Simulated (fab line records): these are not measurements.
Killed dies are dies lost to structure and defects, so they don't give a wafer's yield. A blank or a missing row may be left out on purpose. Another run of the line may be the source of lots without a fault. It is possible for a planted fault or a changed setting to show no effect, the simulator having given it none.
Which tool did it? ; flow nand harc ; 24 lots with 72 wafers sampled at 5 steps, on a route of 1302 steps

== WHAT THE GAUGES SHOWED, per wafer ==
NHARC_P_M1_OVL_MEAS_10: pitch 260 nm. Usual: overlay x nm 0.3 nm, standard deviation 0.81; overlay y nm 0.1 nm, standard deviation 0.74.
lot;measured;on;overlay x nm (nm);overlay y nm (nm);flag
L074;day 6 04:47;overlay-02;-0.9 0.0 -0.4;-1.2 -1.0 -1.4;
L075;day 6 17:54;overlay-02;1.0 1.3 1.3;1.4 0.5 1.5;
L076;day 6 23:01;overlay-02;0.4 0.3 0.9;0.8 0.5 0.7;
L077;day 7 11:01;overlay-01;-0.2 0.1 0.3;-0.3 0.2 -0.7;
L078;day 7 22:16;overlay-01;-0.3 -0.1 -0.2;0.4 0.7 0.3;
L079;day 8 05:46;overlay-01;0.2 -0.2 0.4;0.4 1.1 0.7;
L080;day 8 19:10;overlay-01;-1.0 -1.0 -0.8;-0.1 0.2 0.0;
L081;day 9 09:00;overlay-02;0.0 0.2 -0.2;0.9 0.8 0.4;
L082;day 9 14:59;overlay-02;-0.3 0.4 -0.5;0.0 -0.4 -0.2;
L083;day 10 05:28;overlay-01;1.5 1.5 2.1;0.0 0.0 0.3;
L084;day 10 16:32;overlay-02;-0.1 -0.1 0.2;-0.1 0.1 -0.2;
L085;day 11 07:38;overlay-01;2.2 1.8 1.4;-0.5 0.3 -0.5;
L086;day 11 08:23;overlay-02;-0.4 0.5 0.3;0.6 0.4 0.7;
L089;day 12 06:36;overlay-02;-0.2 0.4 0.6;0.0 0.1 0.5;
L087;day 12 07:29;overlay-02;-0.7 0.1 -0.3;0.8 1.0 0.3;
L088;day 12 09:25;overlay-01;0.1 0.0 -0.3;-0.7 -0.4 -0.3;
L090;day 13 02:32;overlay-01;0.4 1.4 0.3;0.3 1.3 0.8;
L091;day 13 10:53;overlay-02;0.3 0.1 0.1;-1.1 -1.7 -1.9;
L092;day 13 21:11;overlay-02;-1.0 -1.1 -2.0;-0.6 -1.1 -0.2;
L093;day 14 06:23;overlay-02;-0.1 0.0 0.8;0.8 0.6 1.1;
L094;day 14 16:50;overlay-01;1.6 2.5 1.5;-0.9 -0.5 -0.1;
L095;day 15 06:31;overlay-01;0.5 0.6 0.2;0.5 0.3 0.1;
L096;day 15 15:21;overlay-01;0.3 0.8 0.4;-0.8 -0.4 -0.9;
L097;day 15 18:34;overlay-01;0.4 0.7 0.7;1.5 1.7 1.6;

NHARC_P_M2_OVL_MEAS_10: pitch 340 nm. Usual: overlay x nm 0.1 nm, standard deviation 0.88; overlay y nm 0.2 nm, standard deviation 0.83.
lot;measured;on;overlay x nm (nm);overlay y nm (nm);flag
L074;day 6 08:58;overlay-01;-1.0 -0.5 -1.1;-0.6 -0.7 -0.3;
L075;day 6 22:01;overlay-01;-1.0 -0.9 -1.1;0.1 -0.2 -0.4;
L076;day 7 03:10;overlay-01;0.0 -0.4 -0.1;0.3 0.9 0.9;
L077;day 7 15:11;overlay-02;-0.2 -0.6 -0.7;1.3 1.1 1.2;
L078;day 8 02:44;overlay-02;-0.6 -0.4 -0.5;1.0 0.8 0.5;
L079;day 8 10:21;overlay-01;-0.3 -0.2 -0.4;-0.2 -0.7 -0.6;
L080;day 8 23:19;overlay-02;-0.1 0.0 -0.4;1.9 0.9 1.5;
L081;day 9 13:22;overlay-02;0.6 1.0 0.9;-0.4 -0.1 -0.3;
L082;day 9 19:23;overlay-01;-0.7 -0.5 0.0;0.8 0.9 1.6;
L083;day 10 09:43;overlay-01;1.3 1.8 0.7;-0.6 -0.7 -0.9;
L084;day 10 20:41;overlay-02;0.5 0.3 0.3;0.1 0.0 -0.2;
L085;day 11 11:48;overlay-02;0.6 0.3 0.5;-0.4 0.2 0.0;
L086;day 11 12:56;overlay-02;1.4 2.1 1.6;-0.1 -0.1 0.2;
L089;day 12 10:53;overlay-01;0.7 0.9 0.4;-1.1 -0.4 -0.3;
L087;day 12 11:38;overlay-01;-0.3 -0.2 -0.3;0.7 0.1 0.9;
L088;day 12 13:34;overlay-02;0.6 0.6 0.4;-0.9 -0.5 -0.3;
L090;day 13 06:40;overlay-01;1.1 1.0 0.7;-0.6 -0.3 -0.1;
L091;day 13 15:20;overlay-01;-0.2 0.4 0.3;0.2 0.2 0.0;
L092;day 14 01:37;overlay-02;-0.9 -0.7 -1.4;0.9 1.3 0.6;
L093;day 14 10:25;overlay-01;-0.2 -1.2 -1.1;0.5 0.4 0.9;
L094;day 14 21:00;overlay-02;-0.1 0.0 0.1;0.7 0.0 0.7;
L095;day 15 10:45;overlay-02;0.3 0.4 0.8;-0.2 -0.2 -0.4;
L096;day 15 19:41;overlay-02;-1.5 -1.4 -1.3;-0.9 -0.8 -0.9;
L097;day 15 22:37;overlay-01;0.8 1.1 1.0;2.2 2.8 2.4;

NHARC_P_BONDPAD_CD_MEAS_13. Usual: cd nm 498.4 nm, standard deviation 2.
lot;measured;on;cd nm (nm);flag
L074;day 6 14:08;cd sem-02;497.4 498.8 496.8;
L075;day 7 02:51;cd sem-03;495.4 493.9 497.2;
L076;day 7 08:07;cd sem-03;501.2 500.9 502.0;
L077;day 7 20:10;cd sem-03;498.0 498.7 496.2;
L078;day 8 07:46;cd sem-01;499.0 500.4 498.4;
L079;day 8 15:12;cd sem-03;499.4 498.1 494.4;
L080;day 9 04:19;cd sem-03;499.2 497.9 498.5;
L081;day 9 18:16;cd sem-02;498.2 499.5 499.0;
L082;day 10 00:14;cd sem-02;499.1 494.4 500.5;
L083;day 10 14:45;cd sem-02;499.1 501.1 500.0;
L084;day 11 02:17;cd sem-01;497.5 497.9 497.7;
L085;day 11 17:05;cd sem-03;496.1 500.4 500.1;
L086;day 11 17:55;cd sem-02;499.3 498.9 499.2;
L089;day 12 15:50;cd sem-03;498.8 496.1 499.4;
L087;day 12 16:38;cd sem-01;497.5 495.3 493.5;
L088;day 12 18:23;cd sem-02;499.5 497.9 498.6;
L090;day 13 11:46;cd sem-02;502.5 501.5 500.4;
L091;day 13 20:21;cd sem-01;497.9 498.5 499.3;
L092;day 14 06:28;cd sem-01;494.4 500.3 496.0;
L093;day 14 15:27;cd sem-03;498.1 497.8 498.5;
L094;day 15 01:52;cd sem-03;497.3 497.0 496.5;
L095;day 15 15:54;cd sem-03;501.7 499.1 497.9;
L096;day 16 00:53;cd sem-03;500.3 498.0 498.5;
L097;day 16 03:53;cd sem-02;499.1 498.0 496.7;

== EACH LOT AND THE TOOL THAT RAN IT (in order: tool; ch and the chambers of the sampled wafers; start) ==
lot;NHARC_P_M0_DEP_32;NHARC_P_M2_PVD_20
L074;pecvd-04 ch 0,1, day 6 03:30;pvd sputter-03, day 6 14:08 or earlier
L075;pecvd-03 ch 0,1,2, day 6 16:41;pvd sputter-02, day 7 02:51 or earlier
L076;pecvd-04 ch 1,2, day 6 21:53;pvd sputter-03, day 7 08:07 or earlier
L077;pecvd-04 ch 0,1,2, day 7 09:41;pvd sputter-03, day 7 20:10 or earlier
L078;pecvd-03 ch 0,1,2, day 7 21:04;pvd sputter-02, day 8 07:46 or earlier
L079;pecvd-03 ch 0,1, day 8 04:26;pvd sputter-01, day 8 15:12 or earlier
L080;pecvd-04 ch 0,1,2, day 8 17:56;pvd sputter-01, day 9 04:19 or earlier
L081;pecvd-03 ch 1,2, day 9 07:38;pvd sputter-01, day 9 18:16 or earlier
L082;pecvd-04 ch 1,2, day 9 13:37;pvd sputter-02, day 10 00:14 or earlier
L083;pecvd-01 ch 0,1, day 10 04:08;pvd sputter-03, day 10 14:45 or earlier
L084;pecvd-03 ch 0,1,2, day 10 15:13;pvd sputter-01, day 11 02:17 or earlier
L085;pecvd-03 ch 1,2, day 11 06:23;pvd sputter-01, day 11 17:05 or earlier
L086;pecvd-03 ch 0,2, day 11 07:06;pvd sputter-03, day 11 17:55 or earlier
L089;pecvd-03 ch 0,2, day 12 05:04;pvd sputter-03, day 12 15:50 or earlier
L087;pecvd-01 ch 0,1,2, day 12 06:09;pvd sputter-02, day 12 16:38 or earlier
L088;pecvd-03 ch 1,2, day 12 08:10;pvd sputter-03, day 12 18:23 or earlier
L090;pecvd-01 ch 0,1, day 13 01:10;pvd sputter-01, day 13 11:46 or earlier
L091;pecvd-01 ch 0,1,2, day 13 09:34;pvd sputter-02, day 13 20:21 or earlier
L092;pecvd-04 ch 0,1,2, day 13 19:52;pvd sputter-02, day 14 06:28 or earlier
L093;pecvd-03 ch 1,2, day 14 05:17;pvd sputter-03, day 14 15:27 or earlier
L094;pecvd-03 ch 0,1, day 14 15:40;pvd sputter-03, day 15 01:52 or earlier
L095;pecvd-01 ch 0,2, day 15 05:17;pvd sputter-03, day 15 15:54 or earlier
L096;pecvd-03 ch 0,1, day 15 14:02;pvd sputter-01, day 16 00:53 or earlier
L097;pecvd-01 ch 0,1,2, day 15 17:22;pvd sputter-02, day 16 03:53 or earlier
- NHARC_P_M0_DEP_32: deposits SiCN, target thk 30 nm.
- NHARC_P_M2_PVD_20: deposits TaN, target thk 5 nm, time 8.06 s.

== WHAT THE TOOLS THEMSELVES READ (means of the sampled wafers that have a number; where no wafer has one, the mark that the record gives instead) ==
NHARC_P_M0_DEP_32. Usual: heater power w 566 W, standard deviation 75.
lot;tool;heater power w (W);flag
L074;pecvd-04;587;
L075;pecvd-03;595;
L076;pecvd-04;683;
L077;pecvd-04;608;
L078;pecvd-03;581;
L079;pecvd-03;602;
L080;pecvd-04;615;
L081;pecvd-03;546;
L082;pecvd-04;596;
L083;pecvd-01;515;
L084;pecvd-03;570;
L085;pecvd-03;564;
L086;pecvd-03;544;
L089;pecvd-03;576;
L087;pecvd-01;559;
L088;pecvd-03;554;
L090;pecvd-01;490;
L091;pecvd-01;559;
L092;pecvd-04;561;
L093;pecvd-03;584;
L094;pecvd-03;577;
L095;pecvd-01;515;
L096;pecvd-03;572;
L097;pecvd-01;549;

NHARC_P_M2_PVD_20. Usual: throttle valve pct 29.9 %, standard deviation 1.2.
lot;tool;throttle valve pct (%);flag
L074;pvd sputter-03;28.8;
L075;pvd sputter-02;29.1;
L076;pvd sputter-03;28.9;
L077;pvd sputter-03;29.7;
L078;pvd sputter-02;29.1;
L079;pvd sputter-01;30.1;
L080;pvd sputter-01;31.3;
L081;pvd sputter-01;31.8;
L082;pvd sputter-02;29.1;
L083;pvd sputter-03;30.1;
L084;pvd sputter-01;30.7;
L085;pvd sputter-01;30.3;
L086;pvd sputter-03;29.5;
L089;pvd sputter-03;29.7;
L087;pvd sputter-02;29.1;
L088;pvd sputter-03;30.3;
L090;pvd sputter-01;31.9;
L091;pvd sputter-02;28.6;
L092;pvd sputter-02;28.9;
L093;pvd sputter-03;30.1;
L094;pvd sputter-03;29.7;
L095;pvd sputter-03;30.3;
L096;pvd sputter-01;31.6;
L097;pvd sputter-02;28.8;

== THE ANSWER, worked out from the rows above alone ==
Rule: take the mean of a lot's wafers that have a number; if it is more than 3 standard deviations from the usual mean, the lot is off. Also off: a lot with no number at a reading for which 4 or more lots have one. The other lots that the step has rows for count as sound. The gauges are gone through in route order, then the tools' own readings, and for those a lot's mean is taken as printed above. The first step at which some lot is off is used, and at that step the reading that is off furthest; a lot without a number counts as furthest.
No lot is off on any of the readings shown, so nothing can be concluded from this.

== WHAT THE SIMULATOR HAD PUT IN ==
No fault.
